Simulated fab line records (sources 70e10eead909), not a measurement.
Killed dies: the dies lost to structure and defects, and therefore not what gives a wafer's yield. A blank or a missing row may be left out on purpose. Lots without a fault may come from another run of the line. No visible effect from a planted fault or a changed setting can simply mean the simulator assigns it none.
Which tool is to blame? | flow nand-harc | 36 wafers from 12 lots sampled at 4 of the route's 1302 steps

== WHAT THE GAUGES READ, wafer by wafer ==
Not one reading of a measure or inspect step in the record can be checked against a usual standard deviation.

== WHICH TOOL RAN EACH LOT (tool, then ch and the chambers of the sampled wafers, then the start) ==
lot  | NHARC_A_CHANNEL_HOLE_D2_ETCH_21  | NHARC_A_CHANNEL_HOLE_D2_ETCH_25  | NHARC_A_CHANNEL_FILL_D2_ALD_16   | NHARC_A_CHANNEL_FILL_D2_ALD_25
L387 | har-etch-02 ch 0,1, day 13 05:42 | har-etch-02 ch 0,1, day 13 08:10 | ald-hk-03 ch 2,3, day 13 23:24   | ald-hk-02 ch 0,1,2, day 14 23:52
L388 | har-etch-01 ch 0,1, day 14 04:20 | har-etch-01 ch 0,1, day 14 06:49 | ald-hk-03 ch 0,1,3, day 14 22:08 | ald-hk-03 ch 0,1,2, day 15 21:40
L389 | har-etch-02 ch 0,1, day 14 20:06 | har-etch-02 ch 0,1, day 14 22:35 | ald-hk-03 ch 1,2, day 15 15:17   | ald-hk-03 ch 0,1,2, day 16 15:28
L392 | har-etch-01 ch 1, day 15 18:29   | har-etch-01 ch 1, day 15 20:56   | ald-hk-03 ch 1,3, day 16 12:23   | ald-hk-01 ch 0,1, day 17 12:14
L394 | har-etch-01 ch 0,1, day 16 18:31 | har-etch-01 ch 0,1, day 16 21:08 | ald-hk-01 ch 0,2, day 17 12:04   | ald-hk-03 ch 1,2,3, day 18 14:31
L396 | har-etch-02 ch 0,1, day 17 18:39 | har-etch-02 ch 0,1, day 17 21:07 | ald-hk-03 ch 2,3, day 18 12:28   | ald-hk-03 ch 0,1,3, day 19 16:31
L398 | har-etch-02 ch 0,1, day 18 03:06 | har-etch-02 ch 0,1, day 18 05:43 | ald-hk-02 ch 1,2, day 18 18:53   | ald-hk-02 ch 1,3, day 19 18:53
L401 | har-etch-02 ch 0,1, day 19 02:10 | har-etch-02 ch 0,1, day 19 04:51 | ald-hk-01 ch 1,2,3, day 19 19:42 | ald-hk-02 ch 0,1,2, day 20 21:40
L400 | har-etch-01 ch 0,1, day 19 03:35 | har-etch-01 ch 0,1, day 19 06:08 | ald-hk-01 ch 0,1,2, day 19 19:50 | ald-hk-03 ch 0,1, day 20 19:48
L404 | har-etch-02 ch 0,1, day 20 18:17 | har-etch-02 ch 0,1, day 20 20:47 | ald-hk-02 ch 0,3, day 21 11:56   | ald-hk-02 ch 0,1, day 22 15:23
L408 | har-etch-02 ch 0,1, day 22 12:56 | har-etch-02 ch 0,1, day 22 15:24 | ald-hk-03 ch 0,1,2, day 23 06:34 | ald-hk-02 ch 0,2,3, day 24 06:01
L409 | har-etch-01 ch 0,1, day 22 13:11 | har-etch-01 ch 0,1, day 22 15:43 | ald-hk-01 ch 1,3, day 23 06:35   | ald-hk-03 ch 0,1,2, day 24 07:14
- NHARC_A_CHANNEL_HOLE_D2_ETCH_21: etches the open film in C4F8/O2/Ar, time 514.3 s, target depth 1600 nm.
- NHARC_A_CHANNEL_HOLE_D2_ETCH_25: etches the open film in C4F8/O2/Ar, time 1040.2 s, target depth 1500 nm.
- NHARC_A_CHANNEL_FILL_D2_ALD_16: deposits SiO2, target thk 1.5 nm, pulse time 10 s, ald cycles 15.
- NHARC_A_CHANNEL_FILL_D2_ALD_25: deposits SiOx, target thk 60 nm, pulse time 10 s, ald cycles 600.

== WHAT THE TOOLS THEMSELVES READ (means of the sampled wafers that have a number; where no wafer has one, the mark that the record gives instead) ==
NHARC_A_CHANNEL_HOLE_D2_ETCH_21. Usual: c4f8-flow-sccm 89.27 sccm, standard deviation 0.28; drypump-motor-current-A 5.6 A, standard deviation 0.4; showerhead-plenum-p-Torr 3.66 Torr, standard deviation 0.18; temp-c -19.99 C, standard deviation 0.12; throttle-valve-pct 32.156 %, standard deviation 0.0091.
lot  | tool        | c4f8-flow-sccm (sccm) | drypump-motor-current-A (A) | showerhead-plenum-p-Torr (Torr) | temp-c (C) | throttle-valve-pct (%) | flag
L387 | har-etch-02 | 89.11                 | 5.5                         | 3.59                            | -20.01     | 32.156                 |
L388 | har-etch-01 | 89.53                 | 5.5                         | 3.54                            | -20.02     | 32.158                 |
L389 | har-etch-02 | 89.42                 | 5.4                         | 3.55                            | -20.08     | 32.154                 |
L392 | har-etch-01 | 89.42                 | 5.2                         | 3.53                            | -20.06     | 32.158                 |
L394 | har-etch-01 | 89.24                 | 5.8                         | 3.52                            | -20.03     | 32.159                 |
L396 | har-etch-02 | 89.34                 | 5.4                         | 3.93                            | -20.03     | 32.153                 |
L398 | har-etch-02 | 89.25                 | 5.4                         | 3.93                            | -19.80     | 32.154                 |
L401 | har-etch-02 | 89.43                 | 5.5                         | 3.92                            | -20.19     | 32.154                 |
L400 | har-etch-01 | 89.46                 | 5.5                         | 3.50                            | -20.00     | 32.153                 |
L404 | har-etch-02 | 89.29                 | 5.4                         | 3.91                            | -19.92     | 32.152                 |
L408 | har-etch-02 | 89.23                 | 5.5                         | 3.89                            | -19.88     | 32.155                 |
L409 | har-etch-01 | 89.42                 | 5.4                         | 3.48                            | -19.95     | 32.157                 |

NHARC_A_CHANNEL_HOLE_D2_ETCH_25. Usual: c4f8-flow-sccm 93.76 sccm, standard deviation 0.28; drypump-motor-current-A 5.6 A, standard deviation 0.4; showerhead-plenum-p-Torr 3.65 Torr, standard deviation 0.18; temp-c -20.04 C, standard deviation 0.1; throttle-valve-pct 32.234 %, standard deviation 0.01.
lot  | tool        | c4f8-flow-sccm (sccm) | drypump-motor-current-A (A) | showerhead-plenum-p-Torr (Torr) | temp-c (C) | throttle-valve-pct (%) | flag
L387 | har-etch-02 | 93.78                 | 5.5                         | 3.58                            | -20.02     | 32.228                 |
L388 | har-etch-01 | 93.80                 | 5.5                         | 3.54                            | -19.94     | 32.234                 |
L389 | har-etch-02 | 93.79                 | 5.4                         | 3.54                            | -19.98     | 32.226                 |
L392 | har-etch-01 | 94.01                 | 5.1                         | 3.53                            | -19.99     | 32.224                 |
L394 | har-etch-01 | 93.50                 | 5.8                         | 3.52                            | -20.15     | 32.224                 |
L396 | har-etch-02 | 93.75                 | 5.4                         | 3.92                            | -20.10     | 32.245                 |
L398 | har-etch-02 | 93.79                 | 5.4                         | 3.92                            | -19.95     | 32.235                 |
L401 | har-etch-02 | 93.72                 | 5.6                         | 3.91                            | -20.06     | 32.235                 |
L400 | har-etch-01 | 93.85                 | 5.5                         | 3.50                            | -19.99     | 32.236                 |
L404 | har-etch-02 | 93.69                 | 5.4                         | 3.90                            | -20.03     | 32.233                 |
L408 | har-etch-02 | 93.97                 | 5.6                         | 3.89                            | -20.08     | 32.234                 |
L409 | har-etch-01 | 93.83                 | 5.4                         | 3.47                            | -20.06     | 32.238                 |

NHARC_A_CHANNEL_FILL_D2_ALD_16. Usual: heater-power-w 434 W, standard deviation 40; precursor-pulse-height-rel 1.001, standard deviation 0.021.
lot  | tool      | heater-power-w (W) | precursor-pulse-height-rel | flag
L387 | ald-hk-03 | 428                | 1.012                      |
L388 | ald-hk-03 | 430                | 0.987                      |
L389 | ald-hk-03 | 446                | 0.993                      |
L392 | ald-hk-03 | 426                | 0.987                      |
L394 | ald-hk-01 | 439                | 1.000                      |
L396 | ald-hk-03 | 439                | 0.984                      |
L398 | ald-hk-02 | 489                | 1.002                      |
L401 | ald-hk-01 | 399                | 1.003                      |
L400 | ald-hk-01 | 446                | 1.025                      |
L404 | ald-hk-02 | 412                | 0.998                      |
L408 | ald-hk-03 | 448                | 1.009                      |
L409 | ald-hk-01 | 381                | 0.991                      |

NHARC_A_CHANNEL_FILL_D2_ALD_25. Usual: heater-power-w 438 W, standard deviation 40; precursor-pulse-height-rel 1.000, standard deviation 0.021.
lot  | tool      | heater-power-w (W) | precursor-pulse-height-rel | flag
L387 | ald-hk-02 | 440                | 0.990                      |
L388 | ald-hk-03 | 460                | 1.006                      |
L389 | ald-hk-03 | 461                | 1.005                      |
L392 | ald-hk-01 | 436                | 0.995                      |
L394 | ald-hk-03 | 432                | 0.998                      |
L396 | ald-hk-03 | 420                | 1.015                      |
L398 | ald-hk-02 | 451                | 0.991                      |
L401 | ald-hk-02 | 447                | 1.010                      |
L400 | ald-hk-03 | 427                | 0.994                      |
L404 | ald-hk-02 | 410                | 0.979                      |
L408 | ald-hk-02 | 446                | 1.007                      |
L409 | ald-hk-03 | 450                | 0.984                      |

== THE ANSWER, worked out from the rows above alone ==
Rule: lot off if the mean of its wafers having a number is beyond 3 standard deviations from the usual mean. Also off: a lot with no number at a reading for which 4 or more lots have one. Where the step has rows for the other lots, those lots are counted as sound. The gauges are gone through in route order, then the tools' own readings, and for those a lot's mean is taken as printed above. The first step at which some lot is off is used, and at that step the reading that is off furthest; a lot without a number counts as furthest.
None of the lots is off at any reading shown; this tells nothing.

== WHAT THE SIMULATOR PUT IN ==
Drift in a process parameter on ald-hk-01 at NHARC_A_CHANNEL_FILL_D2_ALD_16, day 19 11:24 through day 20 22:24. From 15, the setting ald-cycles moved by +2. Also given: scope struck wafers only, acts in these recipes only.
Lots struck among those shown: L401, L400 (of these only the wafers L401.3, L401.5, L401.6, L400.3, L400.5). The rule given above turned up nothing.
